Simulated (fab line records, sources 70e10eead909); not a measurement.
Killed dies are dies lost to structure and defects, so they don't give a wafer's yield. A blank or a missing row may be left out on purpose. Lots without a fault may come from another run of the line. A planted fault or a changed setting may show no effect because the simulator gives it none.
Problem report in the 8D (eight disciplines) form, filled by code | flow nand_harc | the parts of the form that need people (team, actions taken, sign-off) are left out

1. THE PROBLEM
killed_dies at NHARC_END_SORT_01 reads a mean of 419 on 1 wafer of 1 lot; wafers without a fault read 29 with a standard deviation of 11. That is +35 standard deviations from the usual mean.
First seen on wafer L564.4, day 24 18:24, on prober-02. The record holds 2 wafers of 1 lot with a number at this step. Rule for "out", or "out of limits": more than 4 standard deviations from the usual mean. The other wafers with a number count as sound.

2. WHAT IT IS AND WHAT IT IS NOT
question                    | is                           | is not
which readings at this step | killed_dies, killed_at_array | killed_at_other, killed_at_periphery, killed_open, killed_short
which lots                  | L564                         | -
which wafers of those lots  | L564.4                       | L564.6
read on which gauges        | prober-02                    | -
when                        | from day 24 18:24            | up to then (0 sound wafers); but 1 sound wafer of L564 came after

3. SUSPECTS, AND WHAT RULES EACH OUT
Counting: a tool at a process step up to the reading stays a suspect if it ran every lot that is out. Sound lots after the first of them don't rule it out here, since some wafers of a struck lot are sound.
- the gauge at NHARC_END_SORT_01: kept. All the wafers that are out were read on prober-02, and no step on other tools shows them out.
- cvd_w-02 at NHARC_A_WL_FILL_CVD_03 (deposits W, target thk 40 nm, time 3302 s): kept. It ran the lot that is out, L564 (day 18 15:37).
- pvd_sputter-03 at NHARC_A_BLC_PVD_32 (deposits Ti, target thk 5 nm, time 17.7 s): kept. It ran the lot that is out, L564 (day 21 15:38). NHARC_A_BLC_PVD_32 gives no start for some lots, so the hours and the order of its lots are those of NHARC_A_M0_DEGAS_28.
- pvd_sputter-03 at NHARC_A_M0_DEGAS_28 (time 60 s): kept. It ran the lot that is out, L564 (day 21 15:38).
- Within cvd_w-02 at NHARC_A_WL_FILL_CVD_03: the wafers that are out ran in chamber 0; their sound lot-mates ran in chamber 1.
Left after counting: cvd_w-02 at NHARC_A_WL_FILL_CVD_03, pvd_sputter-03 at NHARC_A_BLC_PVD_32, pvd_sputter-03 at NHARC_A_M0_DEGAS_28, prober-02 at NHARC_END_SORT_01.

4. THE CAUSE (what the simulator had put in)
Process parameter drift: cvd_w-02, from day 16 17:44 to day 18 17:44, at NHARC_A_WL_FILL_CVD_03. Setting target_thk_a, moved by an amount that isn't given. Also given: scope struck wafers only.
Counting left 4 suspects, and this tool is among them.

5. THE CHAIN OF EFFECTS, in route order
Each row: a reading whose mean over the struck wafers that have a number lies more than 3 standard deviations from the usual. Only readings for which the record gives a usual standard deviation are gone through. hours: the time from each lot's start at the first step in this table that gives one to its start at this step, as a median over the lots. sigmas: the change in usual standard deviations.
hours | step              | reading         | usual | on struck wafers | change | sigmas
0     | NHARC_END_SORT_01 | killed_at_array | 26    | 411              | +385   | +35
0     | NHARC_END_SORT_01 | killed_dies     | 29    | 419              | +390   | +35

6. WHAT WOULD HAVE CAUGHT IT SOONER
In this record the first reading out of limits at a measuring or inspecting step was taken at day 24 18:24, 193 hours after the fault began at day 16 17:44.
Of the tool readings at NHARC_A_WL_FILL_CVD_03 for which the record gives a usual standard deviation, none was out on any struck wafer, so an alarm limit of 4 standard deviations on them would not have fired.
All the lots that are out (1) had begun NHARC_A_WL_FILL_CVD_03 on cvd_w-02 by day 24 18:24. A hold on the tool at that time would have spared none of them.
